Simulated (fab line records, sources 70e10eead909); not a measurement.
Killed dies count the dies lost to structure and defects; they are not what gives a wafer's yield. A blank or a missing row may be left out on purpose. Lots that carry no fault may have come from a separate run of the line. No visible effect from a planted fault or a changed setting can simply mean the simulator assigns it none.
Chamber matching + flow nand harc + rie diel-05 running NHARC_A_M1_ETCH_35: 4 sister chambers
The step etches the open film in N2/H2, target depth 40 nm, overetch 12 nm, time 43.94 s. 4 wafers are shown with their chamber, then 7 later ones without.

== WAFERS PAIRED WITH THEIR CHAMBERS ==
| wafer  | chamber | drypump motor current A (A) |
|--------|---------|-----------------------------|
| L078.5 | 1       | 6.6                         |
| L090.5 | 3       | 5.2                         |
| L091.1 | 2       | 5.5                         |
| L091.3 | 0       | 6.4                         |

== WAFERS MISSING THEIR CHAMBER ==
| wafer  | drypump motor current A (A) |
|--------|-----------------------------|
| L091.6 | 6.7                         |
| L095.1 | 5.2                         |
| L095.3 | 6.3                         |
| L095.4 | 6.7                         |
| L096.2 | 6.4                         |
| L096.5 | 6.4                         |
| L096.6 | 6.6                         |

== THE CHAMBER EACH PASSED THROUGH ==
| wafer  | from the rows above | in truth |
|--------|---------------------|----------|
| L091.6 | 1                   | 1        |
| L095.1 | 3                   | 3        |
| L095.3 | 0                   | 0        |
| L095.4 | 1                   | 1        |
| L096.2 | 0                   | 0        |
| L096.5 | 0                   | 0        |
| L096.6 | 1                   | 1        |
Correct placement for 7 of the 7. Not placeable from these rows: 0. Number placed wrongly: 0.
How it was worked out, from the rows above alone: a wafer's distance from a chamber is the root of the sum, over the readings, of the square of ((its reading less the chamber's mean) divided by the reading's scatter). If the next closest chamber is less than 2 further off than the closest, the wafer can't be placed; otherwise it belongs to the closest. The mean given for a chamber averages the wafers shown for that chamber. The scatter (one wafer shown for each chamber): square how far every hidden wafer sits from the nearest shown wafer, average those squares and take the square root.
